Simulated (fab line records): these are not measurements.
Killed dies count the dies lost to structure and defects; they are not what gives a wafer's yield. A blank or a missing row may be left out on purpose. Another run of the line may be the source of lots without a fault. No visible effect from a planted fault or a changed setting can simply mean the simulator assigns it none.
Chamber matching / flow n5Finfet / 4 sister chambers for N5_BEOL_M11_DESCUM_33 on rieDiel-04
The step chemistry O2, time 7.9 s. 8 wafers are shown with their chamber, then 9 later ones without.

WAFERS, EACH WITH ITS CHAMBER
wafer=L081.4; chamber=1; throttleValvePct (%)=20.52; oesProductAu (a.u.)=0.73
wafer=L084.4; chamber=3; throttleValvePct (%)=21.19; oesProductAu (a.u.)=0.71
wafer=L086.2; chamber=0; throttleValvePct (%)=20.10; oesProductAu (a.u.)=0.88
wafer=L086.3; chamber=2; throttleValvePct (%)=20.20; oesProductAu (a.u.)=0.81
wafer=L086.6; chamber=3; throttleValvePct (%)=21.18; oesProductAu (a.u.)=0.71
wafer=L088.1; chamber=1; throttleValvePct (%)=20.54; oesProductAu (a.u.)=0.71
wafer=L088.2; chamber=2; throttleValvePct (%)=20.22; oesProductAu (a.u.)=0.81
wafer=L088.3; chamber=0; throttleValvePct (%)=20.13; oesProductAu (a.u.)=0.87

WAFERS MISSING THEIR CHAMBER
wafer=L088.4; throttleValvePct (%)=20.23; oesProductAu (a.u.)=0.81
wafer=L088.5; throttleValvePct (%)=20.54; oesProductAu (a.u.)=0.72
wafer=L088.6; throttleValvePct (%)=20.13; oesProductAu (a.u.)=0.87
wafer=L091.2; throttleValvePct (%)=20.55; oesProductAu (a.u.)=0.70
wafer=L091.3; throttleValvePct (%)=20.13; oesProductAu (a.u.)=0.85
wafer=L091.6; throttleValvePct (%)=20.56; oesProductAu (a.u.)=0.70
wafer=L090.2; throttleValvePct (%)=20.23; oesProductAu (a.u.)=0.80
wafer=L090.3; throttleValvePct (%)=20.56; oesProductAu (a.u.)=0.71
wafer=L090.6; throttleValvePct (%)=20.56; oesProductAu (a.u.)=0.71

EACH ONE'S CHAMBER
wafer=L088.4; from the rows above=2; in truth=2
wafer=L088.5; from the rows above=1; in truth=1
wafer=L088.6; from the rows above=0; in truth=0
wafer=L091.2; from the rows above=1; in truth=1
wafer=L091.3; from the rows above=0; in truth=0
wafer=L091.6; from the rows above=1; in truth=1
wafer=L090.2; from the rows above=2; in truth=2
wafer=L090.3; from the rows above=1; in truth=1
wafer=L090.6; from the rows above=1; in truth=1
Placed correctly: 9 of 9. Left unplaced by these rows: 0. Number placed wrongly: 0.
How it was worked out, from the rows above alone: a wafer's distance from a chamber is the root of the sum, over the readings, of the square of ((its reading less the chamber's mean) divided by the reading's scatter). The wafer belongs to the nearest chamber; if the next one is less than 2 further off, it can't be placed. A chamber's mean is the mean of its shown wafers. How the scatter is found: for the shown wafers, subtract from each reading the mean of its chamber, square and add these, divide the total by (wafers less chambers), then take the root.
